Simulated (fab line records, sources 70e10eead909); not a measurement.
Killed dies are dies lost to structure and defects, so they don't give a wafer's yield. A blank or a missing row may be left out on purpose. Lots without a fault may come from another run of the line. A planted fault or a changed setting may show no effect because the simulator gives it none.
Which tool did it? | flow nand_harc | 24 lots, 72 wafers sampled, at 6 steps of a route of 1159

WHAT THE GAUGES READ, wafer by wafer
The record holds no reading of a measuring or inspecting step that can be judged against a usual standard deviation.

WHICH TOOL RAN EACH LOT (tool, then ch and the chambers of the sampled wafers, then the start)
lot  | NHARC_A_CONTACT_ETCH_51                       | NHARC_A_CONTACT_ETCH_113             | NHARC_A_CONTACT_ETCH_119             | NHARC_A_CONTACT_ETCH_121             | NHARC_A_CONTACT_ETCH_90            | NHARC_A_CONTACT_ETCH_78
L074 | rie_diel-08 ch 0,1,2, day 16 04:29 or earlier | har_cap_etch-02 ch 0,1, day 16 04:29 | har_cap_etch-02 ch 0,1, day 16 05:02 | har_cap_etch-02 ch 0,1, day 16 05:13 | rie_diel-05 ch 0,2,3, day 16 06:02 | rie_diel-05 ch 1,2,3, no start
L075 | rie_diel-08 ch 0,2, day 16 17:44 or earlier   | har_cap_etch-02 ch 0,1, day 16 17:44 | har_cap_etch-02 ch 0,1, day 16 18:16 | har_cap_etch-02 ch 0,1, day 16 18:28 | rie_diel-08 ch 1,2,3, day 16 19:14 | rie_diel-05 ch 1,2,3, no start
L077 | rie_diel-08 ch 1,3, day 16 21:31 or earlier   | har_cap_etch-01 ch 0,1, day 16 21:31 | har_cap_etch-01 ch 0,1, day 16 22:03 | har_cap_etch-01 ch 0,1, day 16 22:14 | rie_diel-05 ch 0,1,2, day 16 23:01 | rie_diel-08 ch 0,2,3, no start
L076 | rie_diel-07 ch 0,1, day 16 21:49 or earlier   | har_cap_etch-02 ch 0,1, day 16 21:49 | har_cap_etch-02 ch 0,1, day 16 22:22 | har_cap_etch-02 ch 0,1, day 16 22:33 | rie_diel-08 ch 0,3, day 16 23:17   | rie_diel-05 ch 2,3, no start
L078 | rie_diel-07 ch 1,2,3, day 17 07:48 or earlier | har_cap_etch-01 ch 0, day 17 07:48   | har_cap_etch-01 ch 0, day 17 08:21   | har_cap_etch-01 ch 0, day 17 08:32   | rie_diel-07 ch 1,2,3, day 17 09:19 | rie_diel-08 ch 2,3, no start
L079 | rie_diel-07 ch 1,2, day 17 13:58 or earlier   | har_cap_etch-01 ch 0,1, day 17 13:58 | har_cap_etch-01 ch 0,1, day 17 14:31 | har_cap_etch-01 ch 0,1, day 17 14:41 | rie_diel-08 ch 0,1,3, day 17 15:28 | rie_diel-08 ch 1,2,3, no start
L081 | rie_diel-08 ch 0,2, day 18 00:10 or earlier   | har_cap_etch-03 ch 0, day 18 00:10   | har_cap_etch-03 ch 0, day 18 00:43   | har_cap_etch-03 ch 0, day 18 00:54   | rie_diel-08 ch 0,3, day 18 01:43   | rie_diel-08 ch 0,2,3, no start
L082 | rie_diel-08 ch 0,2,3, day 18 02:52 or earlier | har_cap_etch-02 ch 0,1, day 18 02:52 | har_cap_etch-02 ch 0,1, day 18 03:25 | har_cap_etch-02 ch 0,1, day 18 03:35 | rie_diel-08 ch 1,2, day 18 04:22   | rie_diel-08 ch 0,2,3, no start
L085 | rie_diel-07 ch 0,1,2, day 18 14:29 or earlier | har_cap_etch-01 ch 0,1, day 18 14:29 | har_cap_etch-01 ch 0,1, day 18 15:02 | har_cap_etch-01 ch 0,1, day 18 15:13 | rie_diel-05 ch 0,1,2, day 18 15:59 | rie_diel-07 ch 0,1,3, no start
L083 | rie_diel-08 ch 0,1, day 18 14:31 or earlier   | har_cap_etch-03 ch 0,1, day 18 14:31 | har_cap_etch-03 ch 0,1, day 18 15:04 | har_cap_etch-03 ch 0,1, day 18 15:14 | rie_diel-08 ch 0,3, day 18 16:01   | rie_diel-08 ch 0,3, no start
L080 | rie_diel-05 ch 1,2,3, day 18 19:19 or earlier | har_cap_etch-03 ch 0,1, day 18 19:19 | har_cap_etch-03 ch 0,1, day 18 19:52 | har_cap_etch-03 ch 0,1, day 18 20:02 | rie_diel-05 ch 0,2,3, day 18 20:49 | rie_diel-05 ch 0,2,3, no start
L084 | rie_diel-08 ch 0,1,3, day 19 00:01 or earlier | har_cap_etch-03 ch 0,1, day 19 00:01 | har_cap_etch-03 ch 0,1, day 19 00:33 | har_cap_etch-03 ch 0,1, day 19 00:44 | rie_diel-05 ch 0,2,3, day 19 01:31 | rie_diel-08 ch 2,3, no start
L086 | rie_diel-05 ch 0,2,3, day 19 05:29 or earlier | har_cap_etch-01 ch 0,1, day 19 05:29 | har_cap_etch-01 ch 0,1, day 19 06:01 | har_cap_etch-01 ch 0,1, day 19 06:12 | rie_diel-08 ch 0,1,2, day 19 06:59 | rie_diel-08 ch 0,2,3, no start
L087 | rie_diel-07 ch 0,2, day 19 06:47 or earlier   | har_cap_etch-02 ch 0,1, day 19 06:47 | har_cap_etch-02 ch 0,1, day 19 07:20 | har_cap_etch-02 ch 0,1, day 19 07:31 | rie_diel-05 ch 0,1,3, day 19 08:18 | rie_diel-08 ch 0,1,3, no start
L088 | rie_diel-07 ch 0,2,3, day 19 18:08 or earlier | har_cap_etch-03 ch 0,1, day 19 18:08 | har_cap_etch-03 ch 0,1, day 19 18:41 | har_cap_etch-03 ch 0,1, day 19 18:52 | rie_diel-08 ch 1,2,3, day 19 19:40 | rie_diel-05 ch 1,2,3, no start
L089 | rie_diel-05 ch 0,3, day 19 18:37 or earlier   | har_cap_etch-02 ch 0,1, day 19 18:37 | har_cap_etch-02 ch 0,1, day 19 19:20 | har_cap_etch-02 ch 0,1, day 19 19:35 | rie_diel-07 ch 2,3, day 19 20:29   | rie_diel-08 ch 1,2,3, no start
L090 | rie_diel-05 ch 0,1,2, day 20 11:46 or earlier | har_cap_etch-01 ch 0,1, day 20 11:46 | har_cap_etch-01 ch 0,1, day 20 12:18 | har_cap_etch-01 ch 0,1, day 20 12:29 | rie_diel-08 ch 0,3, day 20 13:16   | rie_diel-08 ch 0,3, no start
L091 | rie_diel-05 ch 0,1,2, day 20 12:58 or earlier | har_cap_etch-03 ch 0,1, day 20 12:58 | har_cap_etch-03 ch 0,1, day 20 13:31 | har_cap_etch-03 ch 0,1, day 20 13:42 | rie_diel-07 ch 1,2,3, day 20 14:29 | rie_diel-08 ch 0,1,3, no start
L093 | rie_diel-08 ch 0,3, day 20 21:08 or earlier   | har_cap_etch-03 ch 0,1, day 20 21:08 | har_cap_etch-03 ch 0,1, day 20 21:40 | har_cap_etch-03 ch 0,1, day 20 21:51 | rie_diel-08 ch 0,1,3, day 20 22:39 | rie_diel-07 ch 0,2, no start
L092 | rie_diel-05 ch 0,2,3, day 20 21:32 or earlier | har_cap_etch-02 ch 0,1, day 20 21:32 | har_cap_etch-02 ch 0,1, day 20 22:05 | har_cap_etch-02 ch 0,1, day 20 22:16 | rie_diel-07 ch 1,2,3, day 20 23:10 | rie_diel-05 ch 0,1,3, no start
L094 | rie_diel-05 ch 0,1,3, day 21 04:55 or earlier | har_cap_etch-03 ch 0,1, day 21 04:55 | har_cap_etch-03 ch 0,1, day 21 05:27 | har_cap_etch-03 ch 0,1, day 21 05:38 | rie_diel-05 ch 0,1,2, day 21 06:27 | rie_diel-08 ch 0,1,2, no start
L095 | rie_diel-08 ch 0,1,2, day 21 10:09 or earlier | har_cap_etch-03 ch 0,1, day 21 10:09 | har_cap_etch-03 ch 0,1, day 21 10:42 | har_cap_etch-03 ch 0,1, day 21 10:53 | rie_diel-08 ch 0,1,2, day 21 11:40 | rie_diel-05 ch 1,2,3, no start
L097 | rie_diel-08 ch 0,3, day 22 00:41 or earlier   | har_cap_etch-03 ch 0,1, day 22 00:41 | har_cap_etch-03 ch 0,1, day 22 01:14 | har_cap_etch-03 ch 0,1, day 22 01:25 | rie_diel-08 ch 0,2,3, day 22 02:12 | rie_diel-07 ch 0,2,3, no start
L096 | rie_diel-08 ch 0,1,3, day 22 15:47 or earlier | har_cap_etch-03 ch 0,1, day 22 15:47 | har_cap_etch-03 ch 0,1, day 22 16:19 | har_cap_etch-03 ch 0,1, day 22 16:30 | rie_diel-08 ch 0,1,2, day 22 17:18 | rie_diel-08 ch 0,1,3, no start
- NHARC_A_CONTACT_ETCH_51: etches the open film in O2/COS, target depth 3600 nm, time 936 s.
- NHARC_A_CONTACT_ETCH_113: etches the open film in C4F8/O2/Ar, time 94 s, target depth 922 nm.
- NHARC_A_CONTACT_ETCH_119: etches the open film in C4F8/O2/Ar, time 94 s, target depth 922 nm.
- NHARC_A_CONTACT_ETCH_121: etches the open film in C4F8/O2/Ar, time 94 s, target depth 922 nm.
- NHARC_A_CONTACT_ETCH_90: etches the open film in CH3F/O2, target depth 40 nm, time 85.7 s.
- NHARC_A_CONTACT_ETCH_78: etches the open film in O2/COS, target depth 2800 nm, time 728 s.

WHAT THE TOOLS THEMSELVES READ (means of the sampled wafers that have a number; where no wafer has one, the mark that the record gives instead)
NHARC_A_CONTACT_ETCH_51.
lot  | tool        | drypump_motor_current_A (A) | oes_product_au (a.u.) | rf_vpp_V (V) | showerhead_plenum_p_Torr (Torr) | throttle_valve_pct (%)
L074 | rie_diel-08 | 6.1                         | 1.006                 | 314.3        | 3.09                            | 28.331
L075 | rie_diel-08 | 5.7                         | 1.007                 | 314.6        | 3.12                            | 28.332
L077 | rie_diel-08 | 5.6                         | 1.002                 | 312.0        | 2.98                            | 28.330
L076 | rie_diel-07 | 5.8                         | 1.001                 | 312.4        | 2.96                            | 28.333
L078 | rie_diel-07 | 5.6                         | 1.008                 | 313.6        | 3.12                            | 28.334
L079 | rie_diel-07 | 5.3                         | 0.996                 | 313.0        | 3.04                            | 28.334
L081 | rie_diel-08 | 5.9                         | 1.005                 | 313.8        | 3.10                            | 28.331
L082 | rie_diel-08 | 5.6                         | 1.004                 | 313.7        | 3.06                            | 28.328
L085 | rie_diel-07 | 5.4                         | 1.002                 | 312.5        | 3.02                            | 28.333
L083 | rie_diel-08 | 5.9                         | 1.012                 | 313.4        | 3.09                            | 28.320
L080 | rie_diel-05 | 5.8                         | 1.001                 | 315.1        | 3.22                            | 28.330
L084 | rie_diel-08 | 5.8                         | 1.005                 | 314.0        | 3.04                            | 28.337
L086 | rie_diel-05 | 5.5                         | 0.997                 | 316.0        | 3.27                            | 28.329
L087 | rie_diel-07 | 5.0                         | 0.993                 | 313.0        | 3.07                            | 28.332
L088 | rie_diel-07 | 5.3                         | 0.992                 | 314.8        | 3.15                            | 28.334
L089 | rie_diel-05 | 5.2                         | 1.001                 | 315.9        | 3.26                            | 28.335
L090 | rie_diel-05 | 5.9                         | 1.001                 | 316.2        | 3.24                            | 28.334
L091 | rie_diel-05 | 5.9                         | 1.006                 | 316.3        | 3.24                            | 28.329
L093 | rie_diel-08 | 5.3                         | 1.011                 | 311.8        | 3.01                            | 28.329
L092 | rie_diel-05 | 5.5                         | 1.004                 | 316.2        | 3.26                            | 28.332
L094 | rie_diel-05 | 5.5                         | 1.003                 | 316.2        | 3.19                            | 28.343
L095 | rie_diel-08 | 6.1                         | 0.990                 | 313.7        | 3.08                            | 28.337
L097 | rie_diel-08 | 5.5                         | 1.000                 | 312.6        | 3.06                            | 28.335
L096 | rie_diel-08 | 5.8                         | 0.997                 | 312.6        | 3.03                            | 28.331

NHARC_A_CONTACT_ETCH_90.
lot  | tool        | ch3f_flow_sccm (sccm) | drypump_motor_current_A (A) | oes_product_au (a.u.) | rf_vpp_V (V) | showerhead_plenum_p_Torr (Torr) | throttle_valve_pct (%)
L074 | rie_diel-05 | 49.93                 | 5.5                         | 1.01                  | 246.0        | 2.59                            | 20.662
L075 | rie_diel-08 | 49.94                 | 5.9                         | 0.95                  | 243.2        | 2.38                            | 20.663
L077 | rie_diel-05 | 49.96                 | 5.9                         | 1.00                  | 245.4        | 2.56                            | 20.664
L076 | rie_diel-08 | 50.03                 | 5.5                         | 1.01                  | 243.5        | 2.42                            | 20.658
L078 | rie_diel-07 | 49.98                 | 5.5                         | 0.93                  | 244.0        | 2.46                            | 20.663
L079 | rie_diel-08 | 50.05                 | 5.8                         | 1.00                  | 243.7        | 2.39                            | 20.668
L081 | rie_diel-08 | 50.15                 | 5.3                         | 0.92                  | 243.6        | 2.38                            | 20.661
L082 | rie_diel-08 | 50.01                 | 6.4                         | 0.93                  | 242.9        | 2.40                            | 20.661
L085 | rie_diel-05 | 50.05                 | 5.9                         | 0.92                  | 245.6        | 2.56                            | 20.661
L083 | rie_diel-08 | 49.98                 | 5.3                         | 0.92                  | 242.3        | 2.38                            | 20.662
L080 | rie_diel-05 | 49.90                 | 5.5                         | 0.93                  | 245.6        | 2.58                            | 20.669
L084 | rie_diel-05 | 50.13                 | 5.6                         | 0.92                  | 245.7        | 2.58                            | 20.673
L086 | rie_diel-08 | 50.07                 | 6.1                         | 1.01                  | 243.9        | 2.42                            | 20.674
L087 | rie_diel-05 | 49.87                 | 5.5                         | 1.00                  | 245.4        | 2.53                            | 20.670
L088 | rie_diel-08 | 50.08                 | 6.0                         | 1.00                  | 243.8        | 2.37                            | 20.657
L089 | rie_diel-07 | 49.99                 | 5.4                         | 0.98                  | 245.4        | 2.56                            | 20.660
L090 | rie_diel-08 | 50.12                 | 5.3                         | 1.00                  | 243.7        | 2.37                            | 20.664
L091 | rie_diel-07 | 49.93                 | 5.6                         | 0.99                  | 244.2        | 2.45                            | 20.660
L093 | rie_diel-08 | 50.06                 | 5.8                         | 0.94                  | 243.5        | 2.38                            | 20.672
L092 | rie_diel-07 | 49.91                 | 5.5                         | 0.92                  | 243.7        | 2.45                            | 20.664
L094 | rie_diel-05 | 49.98                 | 5.9                         | 0.92                  | 245.5        | 2.55                            | 20.654
L095 | rie_diel-08 | 49.89                 | 6.0                         | 0.92                  | 243.6        | 2.42                            | 20.648
L097 | rie_diel-08 | 50.11                 | 5.6                         | 0.92                  | 243.9        | 2.40                            | 20.660
L096 | rie_diel-08 | 49.96                 | 6.1                         | 0.92                  | 244.4        | 2.42                            | 20.667

NHARC_A_CONTACT_ETCH_78.
lot  | tool        | drypump_motor_current_A (A) | oes_product_au (a.u.) | rf_vpp_V (V) | showerhead_plenum_p_Torr (Torr) | throttle_valve_pct (%)
L074 | rie_diel-05 | 5.8                         | 1.000                 | 316.0        | 3.23                            | 28.329
L075 | rie_diel-05 | 5.8                         | 0.999                 | 315.1        | 3.22                            | 28.320
L077 | rie_diel-08 | 5.6                         | 1.011                 | 313.2        | 3.06                            | 28.338
L076 | rie_diel-05 | 5.4                         | 1.008                 | 316.3        | 3.26                            | 28.324
L078 | rie_diel-08 | 5.5                         | 1.000                 | 312.3        | 3.00                            | 28.336
L079 | rie_diel-08 | 5.9                         | 1.004                 | 313.3        | 3.02                            | 28.324
L081 | rie_diel-08 | 5.6                         | 0.999                 | 313.6        | 3.06                            | 28.333
L082 | rie_diel-08 | 5.6                         | 1.002                 | 313.6        | 3.06                            | 28.331
L085 | rie_diel-07 | 5.7                         | 0.988                 | 314.5        | 3.10                            | 28.337
L083 | rie_diel-08 | 5.5                         | 1.011                 | 313.4        | 3.07                            | 28.339
L080 | rie_diel-05 | 5.5                         | 1.000                 | 316.8        | 3.27                            | 28.332
L084 | rie_diel-08 | 5.5                         | 1.000                 | 313.0        | 3.00                            | 28.325
L086 | rie_diel-08 | 5.6                         | 1.004                 | 313.4        | 3.06                            | 28.332
L087 | rie_diel-08 | 5.8                         | 1.002                 | 312.9        | 3.04                            | 28.331
L088 | rie_diel-05 | 5.8                         | 0.993                 | 316.0        | 3.21                            | 28.324
L089 | rie_diel-08 | 5.9                         | 0.993                 | 312.5        | 3.02                            | 28.330
L090 | rie_diel-08 | 5.5                         | 1.000                 | 314.1        | 3.07                            | 28.331
L091 | rie_diel-08 | 5.8                         | 1.007                 | 313.3        | 3.03                            | 28.328
L093 | rie_diel-07 | 5.0                         | 0.995                 | 313.1        | 3.06                            | 28.329
L092 | rie_diel-05 | 5.5                         | 1.009                 | 315.1        | 3.19                            | 28.337
L094 | rie_diel-08 | 6.1                         | 1.000                 | 313.8        | 3.07                            | 28.331
L095 | rie_diel-05 | 5.8                         | 0.999                 | 315.8        | 3.20                            | 28.327
L097 | rie_diel-07 | 5.3                         | 0.990                 | 314.9        | 3.14                            | 28.328
L096 | rie_diel-08 | 5.8                         | 1.009                 | 313.6        | 3.03                            | 28.332

THE ANSWER, worked out from the rows above alone
Rule: what is usual is taken from the lots themselves. Put in order of their means at a reading, lots are off if they are a third of the lots or fewer, leave a main group of 4 or more, and stand apart from it by a gap of 3 or more times the standard deviation of the main group's means; of several such gaps the widest counts. A main group whose means are all the same, to the digits that the tables above print for the reading, isn't used. A lot without any number at a reading at which 4 lots or more have one is off too. The other lots that the step has rows for count as sound. The gauges are gone through in route order, then the tools' own readings, and for those a lot's mean is taken as printed above. The first step at which some lot is off is used, and at that step the reading that is off furthest; a lot without a number counts as furthest.
No lot is off at any reading shown: from this, nothing can be told.

WHAT THE SIMULATOR HAD PUT IN
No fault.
